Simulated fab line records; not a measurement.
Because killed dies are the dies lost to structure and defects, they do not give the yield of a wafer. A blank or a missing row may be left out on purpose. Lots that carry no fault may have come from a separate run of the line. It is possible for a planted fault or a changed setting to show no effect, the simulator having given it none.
Matching of chambers :: flow nandHarc :: 4 sister chambers for NHARC_A_BLC_ETCH_16 on rieDiel-07
The step etches the open film in CF4, target depth 39 nm, time 65 s. 4 wafers are shown with their chamber, then 12 later ones without.

EACH WAFER AND ITS CHAMBER
wafer: L082.1
chamber: 3
drypumpMotorCurrentA (A): 6.1

wafer: L084.1
chamber: 0
drypumpMotorCurrentA (A): 6.1

wafer: L088.3
chamber: 1
drypumpMotorCurrentA (A): 6.4

wafer: L088.6
chamber: 2
drypumpMotorCurrentA (A): 5.7

WAFERS WITH NO CHAMBER GIVEN
wafer: L091.1
drypumpMotorCurrentA (A): 6.1

wafer: L091.2
drypumpMotorCurrentA (A): 5.7

wafer: L091.6
drypumpMotorCurrentA (A): 6.1

wafer: L095.1
drypumpMotorCurrentA (A): 6.2

wafer: L095.3
drypumpMotorCurrentA (A): 6.1

wafer: L095.5
drypumpMotorCurrentA (A): 6.1

wafer: L096.1
drypumpMotorCurrentA (A): 6.4

wafer: L096.2
drypumpMotorCurrentA (A): 6.1

wafer: L096.4
drypumpMotorCurrentA (A): 5.7

wafer: L094.1
drypumpMotorCurrentA (A): 5.7

wafer: L094.4
drypumpMotorCurrentA (A): 6.4

wafer: L094.6
drypumpMotorCurrentA (A): 6.1

THE CHAMBER EACH PASSED THROUGH
wafer: L091.1
from the rows above: can't be placed: 0 or 3
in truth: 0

wafer: L091.2
from the rows above: 2
in truth: 2

wafer: L091.6
from the rows above: can't be placed: 0 or 3
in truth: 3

wafer: L095.1
from the rows above: can't be placed: 0 or 3
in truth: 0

wafer: L095.3
from the rows above: can't be placed: 0 or 3
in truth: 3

wafer: L095.5
from the rows above: can't be placed: 0 or 3
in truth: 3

wafer: L096.1
from the rows above: 1
in truth: 1

wafer: L096.2
from the rows above: can't be placed: 0 or 3
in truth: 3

wafer: L096.4
from the rows above: 2
in truth: 2

wafer: L094.1
from the rows above: 2
in truth: 2

wafer: L094.4
from the rows above: 1
in truth: 1

wafer: L094.6
from the rows above: can't be placed: 0 or 3
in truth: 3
5 of 12 placed correctly. Not placeable from these rows: 7 (in 7, the candidates include the true chamber). Number placed wrongly: 0.
How it was worked out, from the rows above alone: a wafer's distance from a chamber is the root of the sum, over the readings, of the square of ((its reading less the chamber's mean) divided by the reading's scatter). The wafer belongs to the nearest chamber; if the next one is less than 2 further off, it can't be placed. For every chamber, the mean is computed from those of its wafers that are shown. The scatter (one wafer shown for each chamber): square how far every hidden wafer sits from the nearest shown wafer, average those squares and take the square root.
